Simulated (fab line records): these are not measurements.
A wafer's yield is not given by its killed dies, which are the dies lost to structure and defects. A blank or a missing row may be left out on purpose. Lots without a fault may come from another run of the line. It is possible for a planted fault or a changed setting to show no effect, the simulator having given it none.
Which tool is to blame? / flow nandHarc / Sampling: 12 lots, 36 wafers, 3 of 1302 route steps

## WHAT THE GAUGES READ, wafer by wafer
NHARC_A_CHANNEL_HOLE_D2_CD_MEAS_31.
lot=L194; measured=day 13 12:06; on=cdSem-02; cdNm (nm)=89.6 88.9 90.5
lot=L199; measured=day 16 06:30; on=cdSem-03; cdNm (nm)=91.7 87.6 90.0
lot=L201; measured=day 16 17:56; on=cdSem-02; cdNm (nm)=90.3 91.9 91.5
lot=L202; measured=day 17 15:50; on=cdSem-01; cdNm (nm)=89.5 89.5 89.5
lot=L204; measured=day 18 12:50; on=cdSem-01; cdNm (nm)=90.0 91.1 90.0
lot=L205; measured=day 18 14:31; on=cdSem-02; cdNm (nm)=91.3 93.2 91.1
lot=L211; measured=day 20 15:59; on=cdSem-02; cdNm (nm)=87.8 93.3 92.4
lot=L213; measured=day 21 19:11; on=cdSem-01; cdNm (nm)=91.6 93.9 90.0
lot=L212; measured=day 21 19:37; on=cdSem-01; cdNm (nm)=95.3 88.0 92.5
lot=L214; measured=day 22 13:40; on=cdSem-01; cdNm (nm)=92.0 91.8 91.4
lot=L215; measured=day 22 14:01; on=cdSem-03; cdNm (nm)=89.6 90.8 91.5
lot=L216; measured=day 23 00:29; on=cdSem-03; cdNm (nm)=88.9 89.9 90.7

## WHAT TOOL EACH LOT RAN ON (gives the tool, then ch and the chambers of the sampled wafers, and finally the start)
lot=L194; NHARC_A_CHANNEL_HOLE_D2_ETCH_34=rieDiel-07 ch 0,1,3, day 13 08:00 or earlier; NHARC_A_CHANNEL_HOLE_D2_ETCH_23=harEtch-01 ch 0,1, day 13 08:00
lot=L199; NHARC_A_CHANNEL_HOLE_D2_ETCH_34=rieDiel-07 ch 0,2,3, day 16 02:33 or earlier; NHARC_A_CHANNEL_HOLE_D2_ETCH_23=harEtch-01 ch 0,1, day 16 02:33
lot=L201; NHARC_A_CHANNEL_HOLE_D2_ETCH_34=rieDiel-06 ch 1,3, day 16 13:52 or earlier; NHARC_A_CHANNEL_HOLE_D2_ETCH_23=harEtch-01 ch 0, day 16 13:52
lot=L202; NHARC_A_CHANNEL_HOLE_D2_ETCH_34=rieDiel-07 ch 0,1,2, day 17 11:35 or earlier; NHARC_A_CHANNEL_HOLE_D2_ETCH_23=harEtch-02 ch 0,1, day 17 11:35
lot=L204; NHARC_A_CHANNEL_HOLE_D2_ETCH_34=rieDiel-07 ch 0,1,3, day 18 08:59 or earlier; NHARC_A_CHANNEL_HOLE_D2_ETCH_23=harEtch-01 ch 0,1, day 18 08:59
lot=L205; NHARC_A_CHANNEL_HOLE_D2_ETCH_34=rieDiel-06 ch 1,3, day 18 10:47 or earlier; NHARC_A_CHANNEL_HOLE_D2_ETCH_23=harEtch-02 ch 0,1, day 18 10:47
lot=L211; NHARC_A_CHANNEL_HOLE_D2_ETCH_34=rieDiel-01 ch 0,1,3, day 20 11:55 or earlier; NHARC_A_CHANNEL_HOLE_D2_ETCH_23=harEtch-02 ch 0,1, day 20 11:55
lot=L213; NHARC_A_CHANNEL_HOLE_D2_ETCH_34=rieDiel-01 ch 0,2,3, day 21 15:14 or earlier; NHARC_A_CHANNEL_HOLE_D2_ETCH_23=harEtch-02 ch 0,1, day 21 15:14
lot=L212; NHARC_A_CHANNEL_HOLE_D2_ETCH_34=rieDiel-07 ch 1,2, day 21 15:29 or earlier; NHARC_A_CHANNEL_HOLE_D2_ETCH_23=harEtch-01 ch 0,1, day 21 15:29
lot=L214; NHARC_A_CHANNEL_HOLE_D2_ETCH_34=rieDiel-01 ch 2,3, day 22 09:35 or earlier; NHARC_A_CHANNEL_HOLE_D2_ETCH_23=harEtch-02 ch 0,1, day 22 09:35
lot=L215; NHARC_A_CHANNEL_HOLE_D2_ETCH_34=rieDiel-06 ch 0,3, day 22 09:55 or earlier; NHARC_A_CHANNEL_HOLE_D2_ETCH_23=harEtch-01 ch 0,1, day 22 09:55
lot=L216; NHARC_A_CHANNEL_HOLE_D2_ETCH_34=rieDiel-01 ch 0,2,3, day 22 20:31 or earlier; NHARC_A_CHANNEL_HOLE_D2_ETCH_23=harEtch-01 ch 0,1, day 22 20:31
- NHARC_A_CHANNEL_HOLE_D2_ETCH_34: etches the open film in CF4/CHF3, target depth 154 nm, time 77 s.
- NHARC_A_CHANNEL_HOLE_D2_ETCH_23: etches the open film in C4F8/O2/Ar, time 819 s, target depth 1600 nm.

## AS READ BY THE TOOLS THEMSELVES (means over the sampled wafers that have a number; for cases with no such wafer, the mark the record gives instead)
NHARC_A_CHANNEL_HOLE_D2_ETCH_34.
lot=L194; tool=rieDiel-07; biasW (W)=200.0; chf3FlowSccm (sccm)=30.05; drypumpMotorCurrentA (A)=5.55; oesProductAu (a.u.)=0.932; rfVppV (V)=371.1; showerheadPlenumPTorr (Torr)=1.58; throttleValvePct (%)=16.800
lot=L199; tool=rieDiel-07; biasW (W)=199.8; chf3FlowSccm (sccm)=30.08; drypumpMotorCurrentA (A)=5.60; oesProductAu (a.u.)=0.958; rfVppV (V)=369.4; showerheadPlenumPTorr (Torr)=1.55; throttleValvePct (%)=16.804
lot=L201; tool=rieDiel-06; biasW (W)=199.8; chf3FlowSccm (sccm)=30.07; drypumpMotorCurrentA (A)=5.71; oesProductAu (a.u.)=0.951; rfVppV (V)=371.9; showerheadPlenumPTorr (Torr)=1.60; throttleValvePct (%)=16.798
lot=L202; tool=rieDiel-07; biasW (W)=199.7; chf3FlowSccm (sccm)=29.97; drypumpMotorCurrentA (A)=5.66; oesProductAu (a.u.)=0.968; rfVppV (V)=371.3; showerheadPlenumPTorr (Torr)=1.57; throttleValvePct (%)=16.804
lot=L204; tool=rieDiel-07; biasW (W)=200.0; chf3FlowSccm (sccm)=30.03; drypumpMotorCurrentA (A)=5.56; oesProductAu (a.u.)=0.970; rfVppV (V)=371.0; showerheadPlenumPTorr (Torr)=1.58; throttleValvePct (%)=16.801
lot=L205; tool=rieDiel-06; biasW (W)=199.9; chf3FlowSccm (sccm)=30.09; drypumpMotorCurrentA (A)=5.76; oesProductAu (a.u.)=0.922; rfVppV (V)=371.9; showerheadPlenumPTorr (Torr)=1.62; throttleValvePct (%)=16.807
lot=L211; tool=rieDiel-01; biasW (W)=200.4; chf3FlowSccm (sccm)=29.95; drypumpMotorCurrentA (A)=5.75; oesProductAu (a.u.)=0.927; rfVppV (V)=370.7; showerheadPlenumPTorr (Torr)=1.55; throttleValvePct (%)=16.810
lot=L213; tool=rieDiel-01; biasW (W)=199.4; chf3FlowSccm (sccm)=29.99; drypumpMotorCurrentA (A)=5.85; oesProductAu (a.u.)=0.931; rfVppV (V)=372.1; showerheadPlenumPTorr (Torr)=1.61; throttleValvePct (%)=16.802
lot=L212; tool=rieDiel-07; biasW (W)=200.8; chf3FlowSccm (sccm)=29.93; drypumpMotorCurrentA (A)=5.59; oesProductAu (a.u.)=0.980; rfVppV (V)=368.2; showerheadPlenumPTorr (Torr)=1.50; throttleValvePct (%)=16.808
lot=L214; tool=rieDiel-01; biasW (W)=199.9; chf3FlowSccm (sccm)=29.85; drypumpMotorCurrentA (A)=5.76; oesProductAu (a.u.)=0.966; rfVppV (V)=373.6; showerheadPlenumPTorr (Torr)=1.67; throttleValvePct (%)=16.805
lot=L215; tool=rieDiel-06; biasW (W)=199.6; chf3FlowSccm (sccm)=30.08; drypumpMotorCurrentA (A)=5.39; oesProductAu (a.u.)=0.963; rfVppV (V)=373.2; showerheadPlenumPTorr (Torr)=1.64; throttleValvePct (%)=16.798
lot=L216; tool=rieDiel-01; biasW (W)=199.5; chf3FlowSccm (sccm)=29.98; drypumpMotorCurrentA (A)=5.84; oesProductAu (a.u.)=0.953; rfVppV (V)=371.9; showerheadPlenumPTorr (Torr)=1.61; throttleValvePct (%)=16.807

NHARC_A_CHANNEL_HOLE_D2_ETCH_23.
lot=L194; tool=harEtch-01; drypumpMotorCurrentA (A)=5.89; showerheadPlenumPTorr (Torr)=3.70; throttleValvePct (%)=32.148
lot=L199; tool=harEtch-01; drypumpMotorCurrentA (A)=5.88; showerheadPlenumPTorr (Torr)=3.68; throttleValvePct (%)=32.147
lot=L201; tool=harEtch-01; drypumpMotorCurrentA (A)=5.95; showerheadPlenumPTorr (Torr)=3.68; throttleValvePct (%)=32.157
lot=L202; tool=harEtch-02; drypumpMotorCurrentA (A)=6.10; showerheadPlenumPTorr (Torr)=3.77; throttleValvePct (%)=32.148
lot=L204; tool=harEtch-01; drypumpMotorCurrentA (A)=5.94; showerheadPlenumPTorr (Torr)=3.66; throttleValvePct (%)=32.160
lot=L205; tool=harEtch-02; drypumpMotorCurrentA (A)=6.05; showerheadPlenumPTorr (Torr)=3.84; throttleValvePct (%)=32.156
lot=L211; tool=harEtch-02; drypumpMotorCurrentA (A)=6.08; showerheadPlenumPTorr (Torr)=3.75; throttleValvePct (%)=32.157
lot=L213; tool=harEtch-02; drypumpMotorCurrentA (A)=6.07; showerheadPlenumPTorr (Torr)=3.74; throttleValvePct (%)=32.153
lot=L212; tool=harEtch-01; drypumpMotorCurrentA (A)=5.86; showerheadPlenumPTorr (Torr)=3.63; throttleValvePct (%)=32.146
lot=L214; tool=harEtch-02; drypumpMotorCurrentA (A)=6.07; showerheadPlenumPTorr (Torr)=3.81; throttleValvePct (%)=32.150
lot=L215; tool=harEtch-01; drypumpMotorCurrentA (A)=5.88; showerheadPlenumPTorr (Torr)=3.63; throttleValvePct (%)=32.159
lot=L216; tool=harEtch-01; drypumpMotorCurrentA (A)=5.89; showerheadPlenumPTorr (Torr)=3.63; throttleValvePct (%)=32.153

## THE ANSWER, worked out from the rows above alone
Rule: what is usual is taken from the lots themselves. The widest of any qualifying gaps counts: lots, ordered by their means at a reading, are off when they make up no more than a third of the lots, leave a main group of 4 or more, and stand apart from it by 3 or more times the standard deviation of that group's means. A main group whose means are all the same, to the digits that the tables above print for the reading, isn't used. Also off: a lot with no number at a reading for which 4 or more lots have one. The other lots that the step has rows for count as sound. Order of review: gauges by route order, followed by the tools' own readings, for which a lot's mean as printed above is used. The first step at which some lot is off is used, and at that step the reading that is off furthest; a lot without a number counts as furthest.
No lot is off on any of the readings shown, so nothing can be concluded from this.

## WHAT HAD BEEN PUT IN BY THE SIMULATOR
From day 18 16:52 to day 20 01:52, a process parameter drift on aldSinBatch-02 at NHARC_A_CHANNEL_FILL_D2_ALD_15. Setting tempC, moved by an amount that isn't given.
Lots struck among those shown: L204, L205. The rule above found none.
